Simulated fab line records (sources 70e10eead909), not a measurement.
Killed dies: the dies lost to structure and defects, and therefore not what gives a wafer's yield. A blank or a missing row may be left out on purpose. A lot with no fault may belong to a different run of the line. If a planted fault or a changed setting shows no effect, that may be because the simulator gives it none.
Code-filled problem report in 8D (eight disciplines) form | flow nand_harc | the parts of the form that need people (team, actions taken, sign-off) are left out

== 1. PROBLEM STATEMENT ==
Wafers with no fault read 57 with a standard deviation of 16, whereas killed_dies at NHARC_END_SORT_01 reads a mean of 677 on 1 wafer of 1 lot. That is +39 standard deviations from the usual mean.
Seen first at day 30 09:15 on prober-01, wafer L889.5. The record holds 3 wafers of 1 lot with a number at this step. Rule for "out" (also "out of limits"): further than 4 standard deviations from the usual mean. The other wafers with a number count as sound.

== 2. WHAT THIS IS AND IS NOT ==
question                    | is                           | is not
which readings at this step | killed_dies, killed_at_array | killed_at_other, killed_at_periphery, killed_open, killed_short
which lots                  | L889                         | -
which wafers of those lots  | L889.5                       | L889.3, L889.4
read on which gauges        | prober-01                    | -
when                        | from day 30 09:15            | up to then (2 sound wafers)

== 3. WHAT RULES OUT EACH SUSPECT ==
Counting: any tool at a process step up to the reading remains a suspect provided it ran every lot that is out. Sound lots after the first of them don't rule it out here, since some wafers of a struck lot are sound.
- the gauge at NHARC_END_SORT_01: kept. All the wafers that are out were read on prober-01, and no step on other tools shows them out.
- ald_metal-04 at NHARC_A_WL_FILL_ALD_19 (deposits TiN, target thk 2 nm, pulse time 3 s, ald cycles 100): kept. It ran the lot that is out, L889 (day 26 19:52).
- rie_diel-07 at NHARC_A_CONTACT_DESCUM_47 (chemistry O2, time 3 s): kept. It ran the lot that is out, L889 (day 27 04:43).
- Within ald_metal-04 at NHARC_A_WL_FILL_ALD_19: the wafers that are out ran in chamber 0; their sound lot-mates ran in chambers 1, 3.
After the count, these remain: ald_metal-04 at NHARC_A_WL_FILL_ALD_19, rie_diel-07 at NHARC_A_CONTACT_DESCUM_47 and prober-01 at NHARC_END_SORT_01.

== 4. THE CAUSE (what the simulator had put in) ==
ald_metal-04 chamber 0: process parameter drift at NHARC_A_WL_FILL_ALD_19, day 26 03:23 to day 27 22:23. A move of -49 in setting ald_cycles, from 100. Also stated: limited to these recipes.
After counting, 3 suspects remain, this tool included.

== 5. THE CHAIN OF EFFECTS, in route order ==
Rows list readings where the struck wafers' mean (over those with a number) sits beyond 3 standard deviations from the usual. Only readings for which the record gives a usual standard deviation are gone through. hours: the time from each lot's start at the first step in this table that gives one to its start at this step, as a median over the lots. sigmas: the change in usual standard deviations.
hours | step              | reading         | usual | on struck wafers | change | sigmas
0     | NHARC_END_SORT_01 | killed_at_array | 52    | 671              | +619   | +39
0     | NHARC_END_SORT_01 | killed_dies     | 57    | 677              | +620   | +39

== 6. WHAT WOULD HAVE CAUGHT IT SOONER ==
102 hours passed between the start of the fault at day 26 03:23 and the first reading out of limits at a measuring or inspecting step in this record, taken at day 30 09:15.
An alarm limit of 4 standard deviations would not have fired on the tool readings at NHARC_A_WL_FILL_ALD_19 for which the record gives a usual standard deviation, since none of them was out on any struck wafer.
All the lots that are out (1) had begun NHARC_A_WL_FILL_ALD_19 on ald_metal-04 by day 30 09:15. Tool hold at that time: it would have spared none of them.
